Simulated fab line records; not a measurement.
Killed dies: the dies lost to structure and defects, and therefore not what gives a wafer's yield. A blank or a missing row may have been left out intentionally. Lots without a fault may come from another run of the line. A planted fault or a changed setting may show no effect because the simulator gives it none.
Code-filled problem report in 8D (eight disciplines) form / flow n5Finfet / the parts of the form that need people (team, actions taken, sign-off) are left out

== 1. WHAT WENT WRONG ==
At N5_PASSIVATION_PROBE_49, killed_at_M4_up averages 122 over 9 wafers from 3 lots, while fault-free wafers read 14, standard deviation 5.7. That puts it +19 standard deviations away from the usual mean.
First seen on wafer L754.1, day 16 20:52, on prober-01. At this step, 9 wafers from 3 lots have a number in the record. The rule behind "out" and "out of limits": a value lying over 4 standard deviations away from the usual mean. The rest of the wafers with a number are treated as sound.

== 2. WHAT THIS IS AND IS NOT ==
question=which readings at this step; is=killed_at_M4_up; is not=killed_at_M0_to_M3, killedAtFrontEnd, killedOpen, killedShort, sort_bin_4_leakage
question=which lots; is=L754, L755, L757; is not=-
question=which wafers of those lots; is=all that have a number; is not=-
question=read on which tools; is=prober-01, prober-02; is not=-
question=when; is=from day 16 20:52; is not=up to then (0 sound wafers)

== 3. WHAT RULES OUT EACH SUSPECT ==
Counting: a tool stays on the suspect list if, at a process step up to the reading, it processed all lots that are out and no sound lot following the first of them.
- cvdCo-01 at N5_BEOL_M8_CVD_78 (deposits Co from CCTBA/H2, target thk 2 nm, time 142.3 s): kept. It ran every lot that is out, first L754 (day 14 04:53), and no sound lot after that.
- pvdSputter-03 at N5_PASSIVATION_PRE_CLEAN_19: kept. It ran every lot that is out, first L754 (day 16 15:16), and no sound lot after that.
After counting, cvdCo-01 at N5_BEOL_M8_CVD_78 and pvdSputter-03 at N5_PASSIVATION_PRE_CLEAN_19 remain.

== 4. THE CAUSE (what the simulator had put in) ==
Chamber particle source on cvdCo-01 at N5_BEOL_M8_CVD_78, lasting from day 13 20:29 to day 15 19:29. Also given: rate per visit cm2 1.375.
Of the 2 suspects that counting leaves, this tool is one.

== 5. SEQUENCE OF EFFECTS, ordered by route ==
Rows list readings where the struck wafers' mean (over those with a number) sits beyond 3 standard deviations from the usual. Only readings for which the record gives a usual standard deviation are gone through. hours: the time from each lot's start at the first step in this table that gives one to its start at this step, as a median over the lots. sigmas: the change in usual standard deviations.
hours=0; step=N5_PASSIVATION_PROBE_49; reading=defectLimitedYield; usual=91.4 %; on struck wafers=82.5; change=-8.9; sigmas=-5.6
hours=0; step=N5_PASSIVATION_PROBE_49; reading=killed_at_M4_up; usual=14; on struck wafers=122; change=+108; sigmas=+19
hours=0; step=N5_PASSIVATION_PROBE_49; reading=killedDies; usual=101; on struck wafers=207; change=+106; sigmas=+5.6
hours=0; step=N5_PASSIVATION_PROBE_49; reading=killedOnRim; usual=13; on struck wafers=25; change=+12; sigmas=+3.0
hours=0; step=N5_PASSIVATION_PROBE_49; reading=sort_bin_5_function; usual=5.0 %; on struck wafers=10.3; change=+5.3; sigmas=+4.8
hours=0; step=N5_PASSIVATION_PROBE_49; reading=sortNPass; usual=1078; on struck wafers=973; change=-105; sigmas=-5.2
hours=0; step=N5_PASSIVATION_PROBE_49; reading=sortYieldPct; usual=91.3 %; on struck wafers=82.5; change=-8.8; sigmas=-5.2
Its process steps:
- N5_PASSIVATION_PROBE_49

== 6. WHAT WOULD HAVE CAUGHT IT SOONER ==
72 hours passed between the start of the fault at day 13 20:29 and the first reading out of limits in this record, taken at day 16 20:52.
Of the tool readings at N5_BEOL_M8_CVD_78 for which the record gives a usual standard deviation, none was out on any struck wafer, so an alarm limit of 4 standard deviations on them would not have fired.
All the lots that are out (3) had begun N5_BEOL_M8_CVD_78 on cvdCo-01 by day 16 20:52. Holding the tool at that point would not have protected any of them.
